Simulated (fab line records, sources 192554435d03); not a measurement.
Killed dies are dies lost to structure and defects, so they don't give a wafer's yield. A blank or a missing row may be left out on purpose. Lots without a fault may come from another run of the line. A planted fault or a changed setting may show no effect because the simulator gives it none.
A struck lot beside a sound one | flow n5_finfet | 17 steps out of a route of 1938
Sound: wafers L952.4, L952.5, L952.6. Struck: wafers L940.2, L940.3, L940.4. The cause comes at the end.
At each step with rows: each side's tool, then ch and its chambers, then its first start. Under that, the readings that differ: sound wafers | struck wafers | difference of the means | sigmas: that difference in standard deviations of wafers without a fault.
alike: readings whose means differ by less than 2 such deviations, and words and numbers that are the same on both sides. not compared: withheld readings, readings that some wafer has no value for, bounds like >300 that may hide the same value, and numbers for which the record gives no deviation and whose values overlap.
The two part at a step that has a row with sigmas, a row that says differs or no value, or rows on one side only. Numbers that don't overlap but have no deviation are shown without sigmas and don't part them. A reading that every wafer of one side lacks parts them only if that side has two wafers or more.

first, 2 steps without rows for these wafers: N5_BEOL_M2_PEB_09 (peb time 60 s); N5_BEOL_M2_DEVELOP_10 (develop time 30 s).
N5_BEOL_M2_CD_MEAS_11: target cd 16.79 nm.
  sound on cd_sem-02 ch 0, day 11 01:28; struck on cd_sem-01 ch 0, day 7 20:00
  alike: cd_nm
N5_BEOL_M2_OVL_MEAS_12:
  sound on overlay-01 ch 0, day 11 01:31; struck on overlay-01 ch 0, day 7 20:02
  alike: M2_OVL
N5_BEOL_M2_INSPECT_13: inspects for defects (brightfield).
  sound on defect_inspect-01, day 11 01:33; struck on defect_inspect-01, day 7 20:05
  reading          | sound       | struck      | difference | sigmas
  raw_defect_count | 350 289 281 | 474 710 547 | +270       | +2
N5_BEOL_M2_DESCUM_16: chemistry O2, time 7 s.
  sound on rie_diel-01 ch 1,2,3, day 11 01:36; struck on rie_diel-06 ch 0,2,3, day 7 20:07
  alike: bias_power_w, drypump_motor_current_A, oes_product_au, rf_vpp_V, showerhead_plenum_p_Torr, throttle_valve_pct
  not compared: rf_hours_counter_h
N5_BEOL_M2_ETCH_74: etches underlayer in N2/H2, target depth 6.5 nm, time 5.2 s.
  sound on rie_diel-01 ch 1,2,3, day 11 01:38; struck on rie_diel-06 ch 0,2,3, day 7 20:10
  alike: bias_w, drypump_motor_current_A, etch_rf_on_time_s, h2_flow_sccm, oes_product_au, rf_vpp_V, showerhead_plenum_p_Torr, throttle_valve_pct
  not compared: rf_hours_counter_h
then, 1 step without rows for these wafers: N5_BEOL_M2_ETCH_63 (etches SiARC in CF4, target depth 15.6 nm, time 26 s).
N5_BEOL_M2_ETCH_64: etches SOC in N2/H2, target depth 75 nm, overetch 22.5 nm, time 121.9 s.
  sound on rie_diel-01 ch 1,2,3, day 11 01:43; struck on rie_diel-06 ch 0,2,3, day 7 20:12
  alike: bias_w, drypump_motor_current_A, h2_flow_sccm, oes_product_au, rf_vpp_V, showerhead_plenum_p_Torr, throttle_valve_pct
  not compared: rf_hours_counter_h
then, 2 steps without rows for these wafers: N5_BEOL_M2_STRIP_65 (strips in N2/H2); N5_BEOL_M2_STRIP_75 (strips in N2/H2).
N5_BEOL_M2_STRIP_66: strips in CF4.
  sound on rie_diel-01 ch 1,2,3, day 11 01:48; struck on rie_diel-06 ch 0,2,3, day 7 20:20
  alike: bias_power_w, drypump_motor_current_A, oes_product_au, power_w, rf_vpp_V, showerhead_plenum_p_Torr, throttle_valve_pct
  not compared: rf_hours_counter_h
N5_BEOL_M2_HM_OPEN_17: chemistry Cl2/BCl3, target TiN, target depth 20 nm, overetch 6 nm.
  sound on rie_metal-02 ch 0,1, day 11 01:53; struck on rie_metal-03 ch 0,1, day 7 20:23
  no value came back on the struck wafers for any of 5 readings (bcl3_flow_sccm (sccm), bias_w (W) and others); on the sound wafers bcl3_flow_sccm (sccm) reads 21.64 21.68 21.74
  reading                                  | sound          | struck     | difference | sigmas
  model.SOC_of_BEOL_M2_COAT_61.thk_nm (nm) | 51.6 51.8 51.8 | 60.2 60 60 | +8.3       |
  not compared: rf_hours_counter_h
N5_BEOL_M2_STRIP_19: strips in O2.
  sound on rie_diel-02 ch 0,1,3, day 11 02:01; struck on rie_diel-02 ch 0,2,3, day 7 20:29
  reading                | sound | struck      | difference                   | sigmas
  rf_hours_counter_h (h) | - - - | 121 234 189 | no value on the sound wafers |
  alike: drypump_motor_current_A, oes_product_au, rf_vpp_V, showerhead_plenum_p_Torr, throttle_valve_pct
N5_BEOL_M2_CD_MEAS_18: pitch 36 nm, target cd 18 nm.
  sound on cd_sem-03, day 11 02:04; struck on cd_sem-01, day 7 20:34
  reading    | sound             | struck | difference                    | sigmas
  cd_nm (nm) | 17.81 17.59 18.14 | - - -  | no value on the struck wafers |
then, 1 step without rows for these wafers: N5_BEOL_M2_COAT_67 (time 60 s, resist thk 60 nm).
N5_BEOL_M4_RC_MEAS_101:
  the record has rows for the sound wafers here (prober-02 ch 0, day 12 21:28) and none for the struck ones

WHERE THEY PART
First at N5_BEOL_M2_INSPECT_13; last, within this record, at N5_BEOL_M4_RC_MEAS_101.

WHY: what the simulator had put in
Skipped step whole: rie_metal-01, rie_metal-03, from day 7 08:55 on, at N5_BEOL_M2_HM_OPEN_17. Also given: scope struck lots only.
